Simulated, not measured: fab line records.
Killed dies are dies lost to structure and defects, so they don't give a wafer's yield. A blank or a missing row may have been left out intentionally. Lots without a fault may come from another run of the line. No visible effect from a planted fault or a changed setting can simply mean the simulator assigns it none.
Matching of chambers ; flow nand_harc ; NHARC_A_STAIRCASE_TRIM_187 on rie_diel-11 has 4 sister chambers
The step chemistry O2, time 211.2 s. 22 wafers are shown with their chamber, then 11 later ones without.

WAFERS PAIRED WITH THEIR CHAMBERS
wafer;chamber;showerhead_plenum_p_Torr (Torr);rf_vpp_V (V);oes_product_au (a.u.)
L074.2;1;3.42;55.5;1.002
L074.4;0;3.29;58.1;1.007
L074.5;1;3.42;57.8;1.006
L076.1;2;3.73;58.3;0.991
L076.2;3;3.75;56.6;0.993
L076.4;0;3.28;57.3;1.003
L078.2;1;3.41;57.5;0.995
L078.3;3;3.75;58.0;1.004
L078.6;3;3.75;57.9;1.009
L083.1;2;3.72;58.4;1.003
L083.4;0;3.80;57.6;1.015
L083.6;2;3.72;57.8;1.014
L088.3;2;3.71;58.8;1.004
L088.4;2;3.71;56.7;0.998
L088.6;1;3.39;57.5;0.994
L092.1;1;3.38;56.2;0.997
L092.2;0;3.79;58.6;0.992
L092.6;2;3.70;56.7;1.002
L091.2;2;3.70;56.7;1.008
L091.3;3;3.72;58.9;1.004
L091.6;0;3.79;57.6;0.991
L093.2;0;3.79;58.7;0.993

SIGNATURES, as means of the wafers listed above
reading;chamber 0;chamber 1;chamber 2;chamber 3;scatter within a chamber
showerhead_plenum_p_Torr;3.6233;3.4040;3.7129;3.7425;0.139
rf_vpp_V;57.983;56.900;57.629;57.850;0.862
oes_product_au;1.00017;0.99880;1.00286;1.00250;0.00758
Rule: distance of a wafer from a chamber = root of the sum over the readings of ((wafer's reading minus chamber's mean) / reading's scatter) squared. If the next closest chamber is less than 2 further off than the closest, the wafer can't be placed; otherwise it belongs to the closest. The scatter is the square root of a quotient: the sum, over the shown wafers, of each reading's squared deviation from its chamber's mean, divided by wafers minus chambers.

WAFERS MISSING THEIR CHAMBER
wafer;showerhead_plenum_p_Torr (Torr);rf_vpp_V (V);oes_product_au (a.u.)
L093.3;3.38;59.2;0.997
L093.4;3.69;57.5;0.993
L096.1;3.78;57.8;1.010
L096.3;3.69;58.7;0.995
L096.4;3.72;58.4;0.995
L097.1;3.37;56.6;0.989
L097.3;3.71;57.8;0.993
L097.4;3.78;58.9;0.989
L097.2;3.69;58.7;1.005
L097.5;3.37;58.4;0.998
L097.6;3.69;57.9;1.009

THE CHAMBER EACH PASSED THROUGH
wafer;from the rows above;in truth
L093.3;can't be placed: 0 or 1 or 2 or 3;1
L093.4;can't be placed: 0 or 2 or 3 or 1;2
L096.1;can't be placed: 3 or 2 or 0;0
L096.3;can't be placed: 0 or 3 or 2 or 1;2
L096.4;can't be placed: 0 or 3 or 2 or 1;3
L097.1;can't be placed: 1 or 0 or 2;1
L097.3;can't be placed: 0 or 3 or 2 or 1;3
L097.4;can't be placed: 0 or 3 or 2 or 1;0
L097.2;can't be placed: 3 or 0 or 2 or 1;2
L097.5;can't be placed: 1 or 0 or 2 or 3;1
L097.6;can't be placed: 2 or 3 or 0 or 1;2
Correct placement for 0 of the 11. Cannot be placed on the basis of these rows: 11; the candidates contain the true chamber in 11. 0 placed wrongly.
